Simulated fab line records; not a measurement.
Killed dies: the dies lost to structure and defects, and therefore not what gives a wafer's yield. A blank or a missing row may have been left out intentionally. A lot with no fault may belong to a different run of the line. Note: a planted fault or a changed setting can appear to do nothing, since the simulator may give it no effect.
fab line records | flow n5-finfet
record lots=6 wafers=18 last-day=17
route steps=1938 shown HKMG_FIN@431 BEOL_M4@1111 PASSIVATION@1936
lots with no fault: from the same line, run without faults
start-h: hours from the record's first day to the start of the lot's first wafer shown | wait-h: hours elapsed since this lot's preceding step | " as in the row above | L1.1+2: a row that stands for several wafers | - no value, or no start was given | * or withheld: withheld | < > ~ a bound
route shown NAME@n: a module of which the file shows steps, and the number in the route of the first | usual: mean/standard deviation of fault-free wafers | same: alike in all rows | chamber/n: place in a boat | sites: readings site by site | _std_site: their standard deviation | _edge_site: mean of outer sites minus mean of inner sites | radius-mm: for every site, how far away it sits from the centre of the wafer | mask NAME#n: copy n | behind: the last tool/chamber to shape the wafer | hold: cause of the lot's hold/its duration in hours/its outcome | device: whichever transistor did not switch (one of n, p or np) | end of line: the same wafers' tests at the end of the route | for a step that has no rows: nothing shown but its recipe | killed: not the wafer's yield, but the dies lost to structure and defects at the first sort | map: the dies of a wafer, with x for killed, . for not killed, _ for no die there
set.NAME: the setting the step ran with; set.NAME@STEP: the setting that earlier step ran with | model.NAME: the simulator's own value behind a step, which no gauge read
lots at some steps of the route; a table a step, a row a wafer
services: the hour from which a tool's chamber was out of use, counted from the record's first day as start-h (under 0 if before that day), plus the number of hours and why
## steps
# step N5_HKMG_FIN_OVL_MEAS_13
# recipe points-per-wafer=44
# usual NWFM_OVL=0.3/0.69
# columns lot.wafer tool chamber start-h wait-h NWFM_OVL[nm]
L772.1 overlay-02 0 86.65 0.0 -0.6
L772.5 " 0 " " -0.7
L772.6 " 0 " " -0.1
L773.2 overlay-01 0 96.77 0.0 -0.3
L773.5 " 0 " " 0.1
L773.6 " 0 " " -0.1
L778.2 overlay-02 0 130.01 0.0 -0.1
L778.4 " 0 " " 0.1
L778.6 " 0 " " 0.9
L782.1 overlay-01 0 153.25 0.0 0.1
L782.2 " 0 " " 1.0
L782.3 " 0 " " -0.1
L789.1 overlay-02 0 194.35 0.0 1.6
L789.2 " 0 " " 0.6
L789.4 " 0 " " 1.2
L790.3 overlay-01 0 196.31 0.0 0.6
L790.4 " 0 " " -0.2
L790.5 " 0 " " 0.0
# step N5_HKMG_FIN_INSPECT_14
# recipe mode=adi inspect-instrument=macro
# usual raw-defect-count=2.0/1.3
# columns lot.wafer tool chamber start-h wait-h raw-defect-count
L772.1 defect-inspect-01 - 86.68 0.0 3
L772.5 " - " " 1
L772.6 " - " " 1
L773.2 defect-inspect-01 - 96.79 0.0 1
L773.5 " - " " 1
L773.6 " - " " 1
L778.2 defect-inspect-01 - 130.04 0.0 1
L778.4 " - " " 3
L778.6 " - " " 0
L782.1 defect-inspect-02 - 153.28 0.0 1
L782.2 " - " " 4
L782.3 " - " " 1
L789.1 defect-inspect-02 - 194.37 0.0 2
L789.2 " - " " 2
L789.4 " - " " 1
L790.3 defect-inspect-02 - 196.33 0.0 5
L790.4 " - " " 1
L790.5 " - " " 1
# step N5_HKMG_FIN_DESCUM_17
# recipe chemistry=O2 time-s=7.9 source-power-w=50 bias-power-w=20 pressure-mtorr=20 rf-frequency-hz=2.712e+07 temp-c=40 resist=CAR-ArF o2-flow-sccm=225
# usual drypump-motor-current-A=5.8/0.34 oes-product-au=0.78/0.1 rf-vpp-V=242.6/1.8 showerhead-plenum-p-Torr=2.06/0.095 throttle-valve-pct=20.50/0.25
# columns lot.wafer tool chamber start-h wait-h drypump-motor-current-A oes-product-au rf-hours-counter-h rf-vpp-V showerhead-plenum-p-Torr throttle-valve-pct
L772.1 rie-diel-05 3 86.71 0.0 5.8 0.70 237 243.2 1.97 20.39
L772.5 " 3 " " 5.8 0.70 - 240.3 1.97 20.37
L772.6 " 0 " " 5.3 0.73 - 239.7 1.99 20.95
L773.2 rie-diel-05 0 96.83 0.0 5.3 0.73 206 241.7 1.99 20.95
L773.5 " 3 " " 5.8 0.70 - 240.3 1.97 20.39
L773.6 " 0 " " 5.3 0.73 - 243.0 1.99 20.94
L778.2 rie-diel-03 2 130.79 0.7 6.2 0.77 148 239.5 1.93 20.63
L778.4 " 3 " " 6.1 0.80 93 245.8 2.20 20.60
L778.6 " 0 " " 5.6 0.71 - 242.8 2.08 20.37
L782.1 rie-diel-06 3 153.53 0.3 6.4 1.00 0 243.4 2.06 20.22
L782.2 " 2 " " 6.3 0.68 247 242.6 2.06 20.59
L782.3 " 0 " " 5.8 0.83 90 242.4 2.03 20.27
L789.1 rie-diel-03 0 194.40 0.0 5.5 0.69 233 243.8 2.07 20.41
L789.2 " 2 " " 6.2 0.74 177 240.5 1.92 20.71
L789.4 " 0 " " 5.6 0.69 - 242.6 2.07 20.40
L790.3 rie-diel-03 1 196.63 0.3 5.9 0.92 18 244.5 2.13 20.60
L790.4 " 1 " " 5.9 0.93 - 243.8 2.13 20.63
L790.5 " 0 " " 5.5 0.69 - 242.9 2.07 20.42
# step N5_HKMG_FIN_ETCH_31
# recipe chemistry=CF4 target=SiARC target-depth-a=455 mask-material=CAR-ArF time-s=75.8 ion-energy-ev=80 pressure-mtorr=40 source-w=545 bias-w=36 Ar_flow_sccm=100 cf4-flow-sccm=100 ends=cleared
# step N5_HKMG_FIN_ETCH_32
# recipe chemistry=N2/H2 target=SOC target-depth-a=2400 temp-c=40 time-s=300 ion-energy-ev=200 mask-material=SiARC pressure-mtorr=30 source-w=840 bias-w=150 n2-flow-sccm=200 h2-flow-sccm=200
# step N5_HKMG_FIN_STRIP_33
# recipe chemistry=N2/H2 temp-c=40 n2-flow-sccm=200 h2-flow-sccm=200 rf-frequency-hz=6e+07
# step N5_HKMG_FIN_STRIP_34
# recipe chemistry=CF4 resist=SiARC power-w=300 bias-power-w=75 pressure-mtorr=50 cf4-flow-sccm=150 rf-frequency-hz=6e+07
# usual drypump-motor-current-A=5.8/0.34 oes-product-au=0.77/0.095 rf-vpp-V=270.6/1.9 showerhead-plenum-p-Torr=1.77/0.076 throttle-valve-pct=13.67/0.25
# columns lot.wafer tool chamber start-h wait-h drypump-motor-current-A oes-product-au rf-hours-counter-h rf-vpp-V showerhead-plenum-p-Torr throttle-valve-pct
L772.1 rie-diel-05 3 86.99 0.0 5.8 0.70 237 268.8 1.70 13.66
L772.5 " 3 " " 5.8 0.69 - 270.2 1.70 13.66
L772.6 " 0 " " 5.3 0.73 - 268.3 1.71 14.06
L773.2 rie-diel-05 0 97.11 0.0 5.3 0.72 206 268.5 1.71 14.04
L773.5 " 3 " " 5.8 0.70 - 269.5 1.70 13.67
L773.6 " 0 " " 5.3 0.72 - 268.0 1.71 14.07
L778.2 rie-diel-03 2 131.07 0.0 6.2 0.75 148 267.2 1.66 13.80
L778.4 " 3 " " 6.2 0.78 93 275.0 1.88 13.75
L778.6 " 0 " " 5.6 0.71 - 272.2 1.78 13.58
L782.1 rie-diel-06 3 153.81 0.0 6.4 0.97 0 271.6 1.77 13.25
L782.2 " 2 " " 6.3 0.68 247 271.9 1.77 13.82
L782.3 " 0 " " 5.8 0.82 90 268.8 1.75 13.45
L789.1 rie-diel-03 0 194.69 0.0 5.6 0.69 233 271.0 1.78 13.65
L789.2 " 2 " " 6.1 0.73 177 268.0 1.65 13.86
L789.4 " 0 " " 5.6 0.69 - 270.1 1.77 13.62
L790.3 rie-diel-03 1 196.91 0.0 5.9 0.91 18 273.1 1.83 13.64
L790.4 " 1 " " 5.9 0.90 - 271.4 1.83 13.63
L790.5 " 0 " " 5.6 0.69 - 270.2 1.77 13.65
# step N5_HKMG_FIN_ETCH_35
# recipe chemistry=N2/H2 target=SOC target-depth-a=2158 ion-energy-ev=65 bias-w=5 source-w=3000 time-s=243.4 pressure-mtorr=30 n2-flow-sccm=200 h2-flow-sccm=200
# usual drypump-motor-current-A=5.9/0.34 oes-product-au=0.78/0.1 rf-vpp-V=141.4/1.2 showerhead-plenum-p-Torr=2.51/0.12 throttle-valve-pct=17.94/0.25
# columns lot.wafer tool chamber start-h wait-h drypump-motor-current-A oes-product-au rf-hours-counter-h rf-vpp-V showerhead-plenum-p-Torr throttle-valve-pct
L772.1 rie-diel-05 3 87.01 0.0 5.8 0.70 237 140.5 2.40 17.82
L772.5 " 3 " " 5.8 0.69 - 140.0 2.40 17.81
L772.6 " 0 " " 5.3 0.73 - 140.8 2.42 18.33
L773.2 rie-diel-05 0 97.13 0.0 5.3 0.73 206 139.6 2.42 18.35
L773.5 " 3 " " 5.8 0.70 - 139.6 2.40 17.81
L773.6 " 0 " " 5.3 0.72 - 140.7 2.42 18.37
L778.2 rie-diel-03 2 131.09 0.0 6.1 0.76 148 139.3 2.35 18.04
L778.4 " 3 " " 6.2 0.80 93 144.4 2.68 17.97
L778.6 " 0 " " 5.5 0.71 - 141.7 2.52 17.74
L782.1 rie-diel-06 3 153.83 0.0 6.5 0.99 0 140.5 2.51 17.66
L782.2 " 2 " " 6.3 0.69 247 140.1 2.51 18.05
L782.3 " 0 " " 5.8 0.83 90 141.4 2.46 17.69
L789.1 rie-diel-03 0 194.71 0.0 5.6 0.70 233 141.4 2.51 17.80
L789.2 " 2 " " 6.2 0.74 177 140.5 2.34 18.10
L789.4 " 0 " " 5.6 0.70 - 141.3 2.51 17.80
L790.3 rie-diel-03 1 196.93 0.0 5.9 0.93 18 142.5 2.61 18.10
L790.4 " 1 " " 5.9 0.93 - 141.1 2.61 18.10
L790.5 " 0 " " 5.6 0.69 - 139.9 2.51 17.80
# step N5_HKMG_FIN_STRIP_92
# recipe chemistry=N2/H2 material=SOC time-s=20 power-w=500 temp-c=40 pressure-mtorr=50 rf-frequency-hz=6e+07 bias-power-w=8 h2-frac=0.5 n2-flow-sccm=300 h2-flow-sccm=300
# usual drypump-motor-current-A=5.9/0.35 oes-product-au=0.78/0.1 rf-vpp-V=54.1/0.96 showerhead-plenum-p-Torr=3.32/0.15 throttle-valve-pct=19.1/0.34
# columns lot.wafer tool chamber start-h wait-h drypump-motor-current-A oes-product-au rf-hours-counter-h rf-vpp-V showerhead-plenum-p-Torr throttle-valve-pct
L772.1 rie-diel-05 3 87.16 0.1 5.8 0.70 237 54.5 3.18 18.7
L772.5 " 3 " " 5.9 0.70 - 55.5 3.18 18.7
L772.6 " 0 " " 5.3 0.73 - 52.5 3.20 19.6
L773.2 rie-diel-05 0 97.28 0.1 5.3 0.73 206 53.4 3.20 19.6
L773.5 " 3 " " 5.8 0.69 - 54.4 3.18 18.7
L773.6 " 0 " " 5.3 0.73 - 53.7 3.20 19.6
L778.2 rie-diel-03 2 131.24 0.1 6.2 0.76 148 52.4 3.11 19.1
L778.4 " 3 " " 6.2 0.79 93 55.0 3.53 18.9
L778.6 " 0 " " 5.6 0.72 - 53.9 3.33 18.8
L782.1 rie-diel-06 3 153.98 0.1 6.5 0.98 1 55.2 3.32 18.9
L782.2 " 2 " " 6.3 0.69 247 53.1 3.31 19.3
L782.3 " 0 " " 5.8 0.83 90 55.8 3.25 18.8
L789.1 rie-diel-03 0 194.85 0.1 5.6 0.70 233 54.0 3.32 18.9
L789.2 " 2 " " 6.2 0.73 177 54.3 3.09 19.1
L789.4 " 0 " " 5.6 0.70 - 55.4 3.32 18.9
L790.3 rie-diel-03 1 197.08 0.1 5.9 0.93 19 54.0 3.44 19.3
L790.4 " 1 " " 5.9 0.94 - 55.2 3.44 19.3
L790.5 " 0 " " 5.6 0.70 - 53.1 3.31 18.9
# step N5_HKMG_FIN_WET_ETCH_18
# recipe chemistry=SC1 target=TiN mix=1:1:5 temp-c=* time-s=55 target-depth-nm=5.2 dry=ipa-marangoni rinse-time-s=30 rinse-temp-c=23
# step N5_HKMG_FIN_STRIP_19
# recipe chemistry=N2/H2 power-w=2500 temp-c=300 h2-frac=0.65 time-s=360 pressure-mtorr=withheld n2-flow-sccm=1750 h2-flow-sccm=3250
# step N5_HKMG_FIN_ALD_91
# recipe material=TiN target-thk-a=10 temp-c=400 ald-precursor-family=TiCl4 ald-co-reactant=NH3 pulse-time-s=1 purge-time-s=3 co-reactant-purge-time-s=2 co-reactant-pulse-time-s=2 ald-cycles=47 pressure-torr=3
# usual heater-power-w=864/64 precursor-pulse-height-rel=1.001/0.021 susceptor-temp-C=400.00/0.23
# columns lot.wafer tool chamber start-h wait-h heater-power-w precursor-pulse-height-rel susceptor-temp-C
L772.1 ald-metal-04 0 87.73 0.3 736 1.005 400.09
L772.5 " 0 " " 761 0.977 400.22
L772.6 " 1 " " 826 1.001 399.90
L773.2 ald-metal-02 3 97.81 0.3 806 1.055 400.19
L773.5 " 0 " " 958 1.014 400.40
L773.6 " 3 " " 807 0.981 400.06
L778.2 ald-metal-03 0 131.76 0.3 915 1.014 399.69
L778.4 " 3 " " 795 0.948 399.96
L778.6 " 0 " " 925 1.000 399.67
L782.1 ald-metal-03 3 154.51 0.3 782 1.008 399.92
L782.2 " 1 " " 822 1.017 400.19
L782.3 " 0 " " 914 1.018 399.87
L789.1 ald-metal-04 1 195.38 0.3 835 1.004 400.04
L789.2 " 2 " " 801 1.013 400.13
L789.4 " 2 " " 838 1.026 400.08
L790.3 ald-metal-04 0 197.62 0.1 748 0.980 400.09
L790.4 " 2 " " 823 0.997 399.92
L790.5 " 3 " " 961 0.995 400.11
# step N5_HKMG_FIN_COAT_85
# recipe resist=SOC temp-c=250 time-s=60 spin-rpm=1500 resist-thk-nm=300
# usual spin-speed-rpm=1499.9/1
# columns lot.wafer tool chamber start-h wait-h spin-speed-rpm model.SOC_of_HKMG_FIN_COAT_85.thk-nm
L772.1 litho-track-02 0 88.00 0.2 1499.5 299.8
L772.5 " 0 " " 1500.4 300.2
L772.6 " 0 " " 1501.7 300.6
L773.2 litho-track-04 0 98.09 0.2 1501.0 298.4
L773.5 " 0 " " 1502.2 298.4
L773.6 " 0 " " 1500.6 299.6
L778.2 litho-track-02 0 132.04 0.2 1680.5 283.2
L778.4 " 0 " " 1680.5 283.2
L778.6 " 0 " " 1679.3 282.8
L782.1 litho-track-02 0 154.78 0.2 1680.7 285.2
L782.2 " 0 " " 1679.7 283.6
L782.3 " 0 " " 1679.7 284
L789.1 litho-track-03 0 195.66 0.2 1499.7 299.4
L789.2 " 0 " " 1500.9 300.2
L789.4 " 0 " " 1499.4 299.4
L790.3 litho-track-03 0 197.90 0.2 1500.3 299.6
L790.4 " 0 " " 1499.5 300
L790.5 " 0 " " 1500.0 299.4
# step N5_HKMG_FIN_ETCH_86
# recipe chemistry=N2/H2 target=SOC target-depth-a=3932 stop-on=TiN ion-energy-ev=100 bias-w=61 pressure-mtorr=30 source-w=850 n2-flow-sccm=200 h2-flow-sccm=200
# usual drypump-motor-current-A=5.9/0.37 oes-product-au=0.79/0.091 rf-vpp-V=240.4/1.7 showerhead-plenum-p-Torr=2.53/0.11 throttle-valve-pct=17.87/0.22
# columns lot.wafer tool chamber start-h wait-h drypump-motor-current-A oes-product-au rf-hours-counter-h rf-vpp-V showerhead-plenum-p-Torr throttle-valve-pct model.TiN_of_HKMG_FIN_ALD_91.thk-nm
L772.1 rie-diel-05 1 88.07 - 6.0 0.70 182 239.9 2.42 17.50 1
L772.5 " 2 " " 5.4 0.69 - 238.9 2.40 17.91 1
L772.6 " 1 " " 5.9 0.70 - 238.5 2.42 17.49 1
L773.2 rie-diel-06 3 98.15 - 6.4 0.69 235 240.2 2.52 18.03 1
L773.5 " 0 " " 5.8 0.85 - 241.2 2.47 17.62 1
L773.6 " 3 " " 6.5 0.69 - 240.8 2.52 18.03 1
L778.2 rie-diel-06 1 132.21 - 5.4 0.89 11 243.0 2.71 17.71 1
L778.4 " 1 " " 5.4 0.91 - 242.2 2.71 17.73 1
L778.6 " 3 " " 6.4 0.66 - 241.0 2.51 18.03 0
L782.1 rie-diel-06 3 154.85 - 6.5 0.94 1 239.7 2.51 17.63 0
L782.2 " 2 " " 6.3 0.66 247 239.8 2.51 18.02 1
L782.3 " 0 " " 5.8 0.80 91 241.1 2.46 17.64 1
L789.1 rie-diel-03 2 195.86 - 6.2 0.74 178 239.1 2.34 18.07 1
L789.2 " 0 " " 5.5 0.69 234 239.8 2.51 17.77 1
L789.4 " 1 " " 5.9 0.91 - 242.8 2.61 18.07 1
L790.3 rie-diel-03 0 197.96 - 5.6 0.69 235 240.6 2.51 17.77 1
L790.4 " 0 " " 5.6 0.69 - 240.0 2.51 17.78 1
L790.5 " 2 " " 6.2 0.73 - 239.5 2.33 18.08 1
# step N5_HKMG_FIN_STRIP_89
# recipe chemistry=N2/H2 material=SOC time-s=20 power-w=500 temp-c=40 pressure-mtorr=50 rf-frequency-hz=6e+07 bias-power-w=8 h2-frac=0.5 n2-flow-sccm=300 h2-flow-sccm=300
# step N5_BEOL_M4_RC_MEAS_101
# usual DIBL_N=35.9/1.3 DIBL_P=36.3/1.5 IOFF_N=0.153/0.023 IOFF_P=0.208/0.028 ION_N=672/9.7 ION_P=462/6.6 SS_N=71.5/0.53 SS_P=73.3/0.59 VT_N=250.4/2.7 VT_P=-250.5/3
# columns lot.wafer tool chamber start-h wait-h DIBL_N[mV/V] DIBL_P[mV/V] IOFF_N[nA/um] IOFF_P[nA/um] ION_N[uA/um] ION_P[uA/um] SS_N[mV/dec] SS_P[mV/dec] VT_N[mV] VT_P[mV]
L772.1 prober-02 0 193.95 0.0 33.0 34.8 0.126 0.177 661 457 71.0 72.7 252.8 -253.0
L772.5 " 0 " " 32.1 33.9 0.117 0.175 657 457 71.2 72.4 253.0 -250.2
L772.6 " 0 " " 34.4 37.3 0.152 0.218 677 461 72.0 73.5 248.1 -248.3
L773.2 prober-01 0 200.47 0.2 38.2 38.8 0.202 0.285 679 473 71.6 74.5 247.1 -244.0
L773.5 " 0 " " 38.6 39.3 0.230 0.307 687 469 72.5 74.8 243.2 -243.1
L773.6 " 0 " " 36.0 35.7 0.157 0.242 679 471 71.0 74.1 247.9 -244.8
L778.2 prober-02 0 231.68 0.2 36.4 36.1 0.149 0.199 667 461 71.6 73.4 251.4 -251.1
L778.4 " 0 " " 36.2 36.4 0.142 0.195 663 449 70.9 73.3 251.6 -253.0
L778.6 " 0 " " 35.7 35.8 0.139 0.194 667 460 71.7 73.3 252.9 -253.1
L782.1 prober-02 0 251.21 0.0 34.2 33.3 0.123 0.186 667 457 70.7 73.0 251.6 -250.0
L782.2 " 0 " " 36.8 35.5 0.164 0.214 665 456 71.8 74.4 248.8 -249.2
L782.3 " 0 " " 36.4 35.1 0.151 0.211 664 453 72.0 74.2 250.9 -248.5
L789.1 prober-01 0 303.11 0.5 33.3 34.4 0.129 0.212 668 473 70.7 73.2 252.3 -250.3
L789.2 " 0 " " 34.7 36.0 0.153 0.238 674 464 71.0 74.1 249.5 -247.3
L789.4 " 0 " " 33.8 34.3 0.130 0.206 659 463 70.7 72.8 253.6 -248.2
L790.3 prober-01 0 309.51 0.3 36.2 37.9 0.171 0.215 677 460 71.5 73.1 247.6 -252.2
L790.4 " 0 " " 37.3 39.3 0.205 0.246 695 468 72.1 74.6 245.8 -247.5
L790.5 " 0 " " 32.8 34.5 0.116 0.166 664 454 70.9 72.5 256.3 -254.4
# step N5_PASSIVATION_PROBE_49
# usual defect-limited-yield=91.1/1.5 killed_at_M0_to_M3=35/9.5 killed_at_M4_up=13/5.2 killed-at-contacts=12/6.1 killed-at-front-end=41/14 killed-at-other=3.8/2.9 killed-dies=105/17 killed-on-rim=13/4.1 killed-open=70/13 killed-short=33/8.4 sort_bin_5_function=5.1/0.97 sort_bin_6_memory=3.4/0.69 sort-n-pass=1075/17 sort-yield-pct=91.1/1.5
# same gross-dies=1180 killed-at-back-side=0 sort_bin_4_leakage[%]=0 sort_bin_8_speed[%]=0
# columns lot.wafer tool chamber start-h wait-h defect-limited-yield[%] killed_at_M0_to_M3 killed_at_M4_up killed-at-contacts killed-at-front-end killed-at-other killed-dies killed-on-rim killed-open killed-short sort_bin_5_function[%] sort_bin_6_memory[%] sort-n-pass sort-yield-pct[%]
L772.1 prober-02 - 298.20 0.0 91.1 39 13 12 36 5 105 14 67 38 4.5 4.0 1075 91.1
L772.5 prober-02 - 298.40 0.2 91.4 44 8 16 30 3 101 16 65 34 5.2 3.2 1079 91.4
L772.6 prober-02 - 298.45 0.3 90.5 44 10 13 43 2 112 16 77 35 6.0 3.1 1068 90.5
L773.2 prober-01 - 302.86 0.4 92.4 39 9 10 30 2 90 16 61 25 4.7 2.5 1090 92.4
L773.5 prober-01 - 303.01 0.5 93.5 28 10 7 31 1 77 12 56 18 3.7 2.7 1103 93.5
L773.6 prober-01 - 303.06 0.6 90.8 26 9 8 65 0 108 12 66 39 5.6 3.1 1072 90.8
L778.2 prober-01 - 344.62 0.1 89.9 39 11 12 55 2 119 16 86 33 6.0 3.7 1061 89.9
L778.4 prober-01 - 344.72 0.2 89.9 42 20 25 30 2 119 18 85 33 5.2 4.7 1061 89.9
L778.6 prober-01 - 344.82 0.3 88.2 39 14 16 70 0 139 17 102 33 6.7 4.4 1041 88.2
L782.1 prober-01 - 355.17 0.0 90.2 43 10 15 42 6 116 16 76 39 5.5 4.0 1064 90.2
L782.2 prober-01 - 355.22 0.1 90.3 25 12 33 42 2 114 11 81 32 5.7 3.7 1066 90.3
L782.3 prober-01 - 355.27 0.1 91.6 27 8 25 36 3 99 16 80 18 5.8 2.5 1081 91.6
L789.1 prober-02 - 411.60 0.0 91.2 25 14 16 44 5 104 13 64 34 5.5 3.0 1076 91.2
L789.2 prober-02 - 411.65 0.1 89.2 34 24 10 54 6 128 14 87 40 6.5 4.0 1052 89.2
L789.4 prober-02 - 411.75 0.2 92.2 36 10 16 27 3 92 10 66 19 4.2 3.6 1088 92.2
L790.3 prober-01 - 417.76 0.1 93.1 22 24 6 27 2 81 9 56 25 3.9 2.9 1099 93.1
L790.4 prober-01 - 417.81 0.2 92.8 31 27 3 22 2 85 12 66 19 4.5 2.4 1095 92.8
L790.5 prober-01 - 417.86 0.2 92.4 30 29 2 29 0 90 7 54 36 5.3 2.3 1090 92.4
# killed by level:class
L772.1 BEOL_M0_SAQP:geometric-particle:open=12 FIN_SAQP:geometric-particle:short=8 STI_FIN_REVEAL:geometric-particle:open=8 MOL_CONTACT_COAG:geometric-particle:open=8 BEOL_M1:geometric-particle:open=7 GATE_CUT:geometric-particle:short=6 BEOL_M0_SAQP:geometric-particle:short=5 DUMMY_GATE:geometric-particle:open=4
L772.5 MOL_CONTACT_COAG:geometric-particle:open=12 BEOL_M0_SAQP:geometric-particle:open=11 BEOL_M0_SAQP:geometric-particle:short=9 FIN_SAQP:geometric-particle:short=9 FIN_SAQP:geometric-particle:open=7 BEOL_M3:geometric-particle:open=7 BEOL_M2:geometric-particle:open=5 DUMMY_GATE:geometric-particle:open=4
L772.6 MOL_CONTACT_COAG:geometric-particle:open=12 FIN_SAQP:geometric-particle:short=11 BEOL_M2:geometric-particle:open=11 STI_FIN_REVEAL:geometric-particle:open=8 FIN_SAQP:geometric-particle:open=7 BEOL_M0_SAQP:geometric-particle:open=7 BEOL_M0:geometric-particle:open=7 BEOL_M0_SAQP:geometric-particle:short=6
L773.2 MOL_CONTACT_COAG:geometric-particle:open=10 BEOL_M2:geometric-particle:open=9 BEOL_M0_SAQP:geometric-particle:short=6 BEOL_M1:geometric-particle:open=6 FIN_SAQP:geometric-particle:short=5 STI_FIN_REVEAL:geometric-particle:open=5 BEOL_M4:geometric-particle:open=5 DUMMY_GATE:geometric-particle:open=4
L773.5 BEOL_M2:geometric-particle:open=9 BEOL_M1:geometric-particle:open=8 DUMMY_GATE:geometric-particle:open=6 STI_FIN_REVEAL:geometric-particle:open=5 MOL_CONTACT_COAG:geometric-particle:open=5 BEOL_M4:geometric-particle:open=4 STARTING-WAFER:geometric-particle:open=4 FIN_SAQP:geometric-particle:short=3
L773.6 STI_FIN_REVEAL:geometric-particle:open=16 FIN_SAQP:geometric-particle:open=11 FIN_SAQP:geometric-particle:short=6 STI_FIN_REVEAL:geometric-particle:short=6 BEOL_M1:geometric-particle:open=6 SPACER0:geometric-particle:open=5 MOL_CONTACT_COAG:geometric-particle:open=5 BEOL_M0_SAQP:geometric-particle:short=5
L778.2 BEOL_M2:geometric-particle:open=14 STI_FIN_REVEAL:geometric-particle:open=12 FIN_SAQP:geometric-particle:open=10 MOL_CONTACT_COAG:geometric-particle:open=10 GATE_CUT:geometric-particle:short=9 BEOL_M1:geometric-particle:open=9 FIN_SAQP:geometric-particle:short=7 BEOL_M0:geometric-particle:open=6
L778.4 MOL_CONTACT_COAG:geometric-particle:open=23 BEOL_M1:geometric-particle:open=10 BEOL_M2:geometric-particle:open=10 BEOL_M4:geometric-particle:open=8 BEOL_M3:geometric-particle:open=5 BEOL_M5:geometric-particle:open=5 FIN_SAQP:geometric-particle:open=4 STI_FIN_REVEAL:geometric-particle:open=4
L778.6 STI_FIN_REVEAL:geometric-particle:open=22 FIN_SAQP:geometric-particle:open=21 MOL_CONTACT_COAG:geometric-particle:open=11 BEOL_M2:geometric-particle:open=9 BEOL_M0_SAQP:geometric-particle:short=7 BEOL_M1:geometric-particle:open=7 FIN_SAQP:geometric-particle:short=6 BEOL_M0_SAQP:geometric-particle:open=6
L782.1 STI_FIN_REVEAL:geometric-particle:open=15 MOL_CONTACT_COAG:geometric-particle:open=12 FIN_SAQP:geometric-particle:open=9 BEOL_M3:geometric-particle:open=8 BEOL_M0_SAQP:geometric-particle:open=7 BEOL_M0_SAQP:geometric-particle:short=6 BEOL_M1:geometric-particle:open=6 BEOL_M2:geometric-particle:open=6
L782.2 MOL_CONTACT_COAG:geometric-particle:open=21 STI_FIN_REVEAL:geometric-particle:open=19 MOL_CONTACT_COAG:geometric-particle:short=11 BEOL_M0_SAQP:geometric-particle:open=10 BEOL_M4:geometric-particle:open=8 BEOL_M1:geometric-particle:open=6 STI_FIN_REVEAL:geometric-particle:short=4 ILD0:geometric-particle:open=3
L782.3 MOL_CONTACT_COAG:geometric-particle:open=21 STI_FIN_REVEAL:geometric-particle:open=18 DUMMY_GATE:geometric-particle:open=7 BEOL_M1:geometric-particle:open=7 BEOL_M3:geometric-particle:open=6 BEOL_M0_SAQP:geometric-particle:open=5 MOL_CONTACT_COAG:geometric-particle:short=3 BEOL_M0_SAQP:geometric-particle:short=3
L789.1 MOL_CONTACT_COAG:geometric-particle:open=12 GATE_CUT:geometric-particle:short=8 STI_FIN_REVEAL:geometric-particle:open=7 BEOL_M0_SAQP:geometric-particle:open=7 FIN_SAQP:geometric-particle:short=6 BEOL_M3:geometric-particle:short=5 SD_EPI_P:coat-microbubble-printed=5 BEOL_M4:geometric-particle:open=5
L789.2 DUMMY_GATE:geometric-particle:open=13 BEOL_M0_SAQP:geometric-particle:short=12 FIN_SAQP:geometric-particle:open=11 BEOL_M2:geometric-particle:open=10 MOL_CONTACT_COAG:geometric-particle:open=9 FIN_SAQP:geometric-particle:short=8 GATE_CUT:geometric-particle:short=7 BEOL_M0_SAQP:geometric-particle:open=7
L789.4 BEOL_M2:geometric-particle:open=14 MOL_CONTACT_COAG:geometric-particle:open=13 FIN_SAQP:geometric-particle:open=7 BEOL_M0_SAQP:geometric-particle:open=6 BEOL_M3:geometric-particle:open=6 GATE_CUT:geometric-particle:short=5 BEOL_M0_SAQP:geometric-particle:short=4 BEOL_M4:geometric-particle:open=4
L790.3 BEOL_M4:geometric-particle:open=10 DUMMY_GATE:geometric-particle:open=7 MOL_CONTACT_COAG:geometric-particle:open=6 BEOL_M0_SAQP:geometric-particle:short=6 STI_FIN_REVEAL:geometric-particle:open=5 BEOL_M3:geometric-particle:open=5 BEOL_M0_SAQP:geometric-particle:open=4 FIN_SAQP:geometric-particle:short=3
L790.4 BEOL_M4:geometric-particle:open=12 BEOL_M0_SAQP:geometric-particle:open=8 BEOL_M3:geometric-particle:open=8 STI_FIN_REVEAL:geometric-particle:open=6 BEOL_M2:geometric-particle:open=6 BEOL_M1:geometric-particle:open=5 FIN_SAQP:geometric-particle:short=4 BEOL_M8:geometric-particle:open=4
L790.5 BEOL_M4:geometric-particle:open=11 BEOL_M0_SAQP:geometric-particle:short=7 STI_FIN_REVEAL:geometric-particle:open=6 BEOL_M3:geometric-particle:open=5 BEOL_M5:geometric-particle:open=5 GATE_CUT:geometric-particle:short=4 BEOL_M0_SAQP:geometric-particle:open=4 BEOL_M1:geometric-particle:open=4
## services
# columns tool chamber start-h hours kind
rie-diel-05 2 111.77 - clean
rie-diel-05 2 111.77 - consumable-replace:focus-ring
rie-diel-05 2 111.77 - consumable-replace:showerhead
rie-diel-05 2 111.77 13.0 scheduled-down
rie-diel-05 2 111.77 13.0 vent-cycle
rie-diel-05 - 117.79 14.6 pm
rie-diel-06 0 131.83 6.3 repair
ald-metal-04 0 140.80 8.0 repair
rie-diel-03 1 141.03 - clean
rie-diel-03 1 141.03 - consumable-replace:focus-ring
rie-diel-03 1 141.03 15.4 scheduled-down
rie-diel-03 1 141.03 15.4 vent-cycle
rie-diel-05 - 143.02 12.1 repair
rie-diel-03 0 160.20 1.9 repair
ald-metal-03 - 162.67 2.8 pm
rie-diel-05 2 178.77 4.2 repair
ald-metal-04 0 179.39 16.4 repair
rie-diel-05 3 182.95 - clean
rie-diel-05 3 182.95 - consumable-replace:focus-ring
rie-diel-05 3 182.95 - consumable-replace:showerhead
rie-diel-05 3 182.95 21.1 scheduled-down
rie-diel-05 3 182.95 21.1 vent-cycle
ald-metal-04 - 187.95 1.2 pm
ald-metal-02 - 189.88 0.6 repair
## key
first-sign step=N5_HKMG_FIN_COAT_85 reading=spin-speed-rpm direction=up sigmas=99+ usual=* struck=*
effect none on later readings
model-effect step=N5_HKMG_FIN_COAT_85 value=SOC_of_HKMG_FIN_COAT_85.thk-nm without=300.4 struck=283.7
model-effect step=N5_HKMG_FIN_ETCH_86 value=TiN_of_HKMG_FIN_ALD_91.thk-nm without=1 struck=0
met-at N5_HKMG_FIN_COAT_85
struck-wafers L778.2,L778.4,L778.6,L782.1,L782.2,L782.3
onset-between 88.00 132.04
fault kind=process-parameter-drift tool=litho-track-02 chamber=- onset-h=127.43 steps=N5_HKMG_FIN_COAT_85 channel=spin-rpm offset=* shape=step end-h=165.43 acts-in=* stated=*
